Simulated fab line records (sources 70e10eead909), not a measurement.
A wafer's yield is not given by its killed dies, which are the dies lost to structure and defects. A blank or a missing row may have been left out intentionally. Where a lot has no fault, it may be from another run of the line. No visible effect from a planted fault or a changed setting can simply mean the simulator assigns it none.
Matching of chambers -- flow nand harc -- NHARC_A_CHANNEL_HOLE_D1_ETCH_44 on rie diel-11: 4 sister chambers
The step etches the open film in CF4/O2, target depth 140 nm, overetch 14 nm, time 77 s. 8 wafers are shown with their chamber, then 8 later ones without.

EACH WAFER AND ITS CHAMBER
wafer,chamber,drypump motor current A (A),rf vpp V (V)
L540.6,3,5.4,195.8
L553.3,3,5.3,196.5
L554.4,1,5.6,195.3
L554.5,0,4.9,198.9
L554.6,1,5.6,194.5
L556.3,0,4.9,196.3
L556.6,2,6.6,198.3
L559.2,2,6.6,198.8

WAFERS WITH NO CHAMBER GIVEN
wafer,drypump motor current A (A),rf vpp V (V)
L559.4,5.6,195.3
L559.6,4.9,197.0
L561.1,6.6,198.2
L561.4,4.8,196.8
L561.6,6.6,199.5
L562.1,5.4,197.5
L562.5,4.9,196.7
L562.6,5.4,196.4

WHICH CHAMBER EACH WENT THROUGH
wafer,from the rows above,in truth
L559.4,1,1
L559.6,0,0
L561.1,2,2
L561.4,0,0
L561.6,2,2
L562.1,3,3
L562.5,0,0
L562.6,3,3
Placed correctly: 8 of 8. From these rows, 0 cannot be placed. Number placed wrongly: 0.
How it was worked out, from the rows above alone: a wafer's distance from a chamber is the root of the sum, over the readings, of the square of ((its reading less the chamber's mean) divided by the reading's scatter). The wafer belongs to the nearest chamber; if the next one is less than 2 further off, it can't be placed. The mean given for a chamber averages the wafers shown for that chamber. The scatter is the square root of a quotient: the sum, over the shown wafers, of each reading's squared deviation from its chamber's mean, divided by wafers minus chambers.
